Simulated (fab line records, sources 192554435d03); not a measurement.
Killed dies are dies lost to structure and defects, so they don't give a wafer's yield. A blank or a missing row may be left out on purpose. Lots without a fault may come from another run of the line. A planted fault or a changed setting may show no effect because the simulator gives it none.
A struck lot beside a sound one | flow n5_finfet | 39 steps out of a route of 1938
Sound: wafers L707.4, L707.5, L707.6. Struck: wafer L695.5. (L695.2, L695.6 of the same lot were not struck and are left out.) The cause comes at the end.
At each step with rows: each side's tool, then ch and its chambers, then its first start. Under that, the readings that differ: sound wafers | struck wafers | difference of the means | sigmas: that difference in standard deviations of wafers without a fault.
alike: readings whose means differ by less than 2 such deviations, and words and numbers that are the same on both sides. not compared: withheld readings, readings that some wafer has no value for, bounds like >300 that may hide the same value, and numbers for which the record gives no deviation and whose values overlap.
The two part at a step that has a row with sigmas, a row that says differs or no value, or rows on one side only. Numbers that don't overlap but have no deviation are shown without sigmas and don't part them. A reading that every wafer of one side lacks parts them only if that side has two wafers or more.

first, 9 steps without rows for these wafers: N5_BEOL_M4_ANNEAL_95 (time 240 s); N5_BEOL_M4_SPUTTER_96 (material Cu, target thk 4.5 nm, time 8.29 s); N5_BEOL_M4_ECD_50 (material Cu, target thk 300 nm); N5_BEOL_M4_ANNEAL_51 (time 90 s); N5_BEOL_M4_CMP_52 (polishes, stops on SiOC, t overpolish 6.8 s, target thk 40 nm); N5_BEOL_M4_PRE_CLEAN_60 (time 15 s); N5_BEOL_M4_CO_CAP_55 (material Co, precursor CCTBA/H2, target thk 2 nm, time 102.1 s); N5_BEOL_M4_PRE_CLEAN_56 (time 15 s); N5_BEOL_M4_DEP_57 (deposits SiCN from 3MS/NH3, target thk 8 nm, time 14 s).
N5_BEOL_M4_RC_MEAS_101:
  sound on prober-01 ch 0, day 14 15:46; struck on prober-01 ch 0, day 10 15:29
  alike: DIBL_N, DIBL_P, IOFF_N, IOFF_P, ION_N, ION_P, SS_N, SS_P, VT_N, VT_P
then, 24 steps without rows for these wafers: N5_BEOL_M5_ILD_DEP_00 (deposits SiCOH lowk from DEMS/porogen, target thk 140.64 nm, time 25.9 s); N5_BEOL_M5_CURE_79 (cures SiCOH lowk, time 240 s); N5_BEOL_M5_PECVD_70 (deposits SiO2 from TEOS/O2, target thk 16 nm, time 18 s); N5_BEOL_M5_HM_DEP_02 (deposits TiN, target thk 20 nm); N5_BEOL_M5_COAT_59 (time 60 s, resist thk 60 nm); N5_BEOL_M5_COAT_60 (time 60 s, resist thk 12 nm); N5_BEOL_M5_COAT_71 (time 60 s, resist thk 5 nm); N5_BEOL_M5_COAT_05 (resist thk 30 nm); N5_BEOL_M5_EBR_07; N5_BEOL_M5_SOFTBAKE_06 (time 60 s); N5_BEOL_M5_EXPOSE_08 (exposes mask M5, target cd 28 nm); N5_BEOL_M5_PEB_09 (peb time 60 s); N5_BEOL_M5_DEVELOP_10 (develop time 30 s); N5_BEOL_M5_DESCUM_16 (chemistry O2, time 7 s); N5_BEOL_M5_ETCH_72 (etches underlayer in N2/H2, target depth 6.5 nm, time 5.2 s); N5_BEOL_M5_ETCH_61 (etches SiARC in CF4, target depth 15.6 nm, time 26 s); N5_BEOL_M5_ETCH_62 (etches SOC in N2/H2, target depth 75 nm, overetch 15 nm, time 112.5 s); N5_BEOL_M5_STRIP_63 (strips in N2/H2); N5_BEOL_M5_STRIP_73 (strips in N2/H2); N5_BEOL_M5_STRIP_64 (strips in CF4); N5_BEOL_M5_HM_OPEN_17 (chemistry Cl2/BCl3, target TiN, target depth 20 nm, overetch 6 nm); N5_BEOL_M5_STRIP_19 (strips in O2); N5_BEOL_M5_COAT_65 (time 60 s, resist thk 60 nm); N5_BEOL_M5_COAT_66 (time 60 s, resist thk 12 nm).
N5_BEOL_M7_EXPOSE_25: exposes mask V6, target cd 40 nm.
  sound on euv_scanner-02 ch 0, day 15 21:37; struck on euv_scanner-02 ch 0, day 11 17:31
  alike: mask
N5_BEOL_M7_CD_MEAS_28: target cd 40 nm.
  sound on cd_sem-03 ch 0, day 15 21:44; struck on cd_sem-02 ch 0, day 11 17:38
  reading    | sound          | struck | difference | sigmas
  cd_nm (nm) | 39.7 40.0 39.7 | 27.7   | -12.1      | -39
N5_BEOL_M7_DESCUM_33: chemistry O2, time 7 s.
  sound on rie_diel-02 ch 1,2, day 15 21:51; struck on rie_diel-04 ch 2, day 11 18:01
  reading                         | sound             | struck | difference | sigmas
  rf_fwd_power_W (W)              | 49.52 49.49 49.43 | 48.96  | -0.52      | -2
  rf_vpp_V (V)                    | 241.7 242.7 241.2 | 245.7  | +3.8       | +3
  showerhead_plenum_p_Torr (Torr) | 2.02 2.02 2.02    | 2.15   | +0.13      | +2
  throttle_valve_pct (%)          | 19.9 19.9 20.3    | 20.9   | +0.9       | +3
  model.BEOL_M7.cd_nm (nm)        | 39.4 39.6 39.6    | 27.6   | -11.9      |
  alike: drypump_motor_current_A, oes_product_au, temp_c
  not compared: rf_hours_counter_h
N5_BEOL_M7_VIA_ETCH_34: etches SiCOH lowk in C4F6/O2, target depth 125.5 nm, time 50.5 s.
  sound on rie_diel-02 ch 1,2, day 15 22:02; struck on rie_diel-04 ch 2, day 11 18:12
  reading                         | sound          | struck | difference | sigmas
  oes_product_au (a.u.)           | 0.91 0.89 0.78 | 0.68   | -0.18      | -2
  showerhead_plenum_p_Torr (Torr) | 2.78 2.78 2.74 | 2.93   | +0.16      | +2
  throttle_valve_pct (%)          | 20.4 20.4 20.6 | 21.4   | +0.9       | +3
  model.BEOL_M7.cd_nm (nm)        | 39.4 39.8 40   | 27.8   | -11.9      |
  alike: O2_flow_sccm, drypump_motor_current_A, rf_fwd_power_W, rf_vpp_V
  not compared: rf_hours_counter_h
-- the record jumps here: 4 days lie between the struck wafers' starts before and after (it left off in module BEOL_M7 and takes up again in module PASSIVATION, whose first step shown is number 1936 of the route) --
N5_PASSIVATION_PROBE_49:
  the record has rows for the struck wafers here (prober-01, day 15 07:12) and none for the sound ones

WHERE THEY PART
First at N5_BEOL_M7_CD_MEAS_28; last, within this record, at N5_PASSIVATION_PROBE_49.

WHY: what the simulator had put in
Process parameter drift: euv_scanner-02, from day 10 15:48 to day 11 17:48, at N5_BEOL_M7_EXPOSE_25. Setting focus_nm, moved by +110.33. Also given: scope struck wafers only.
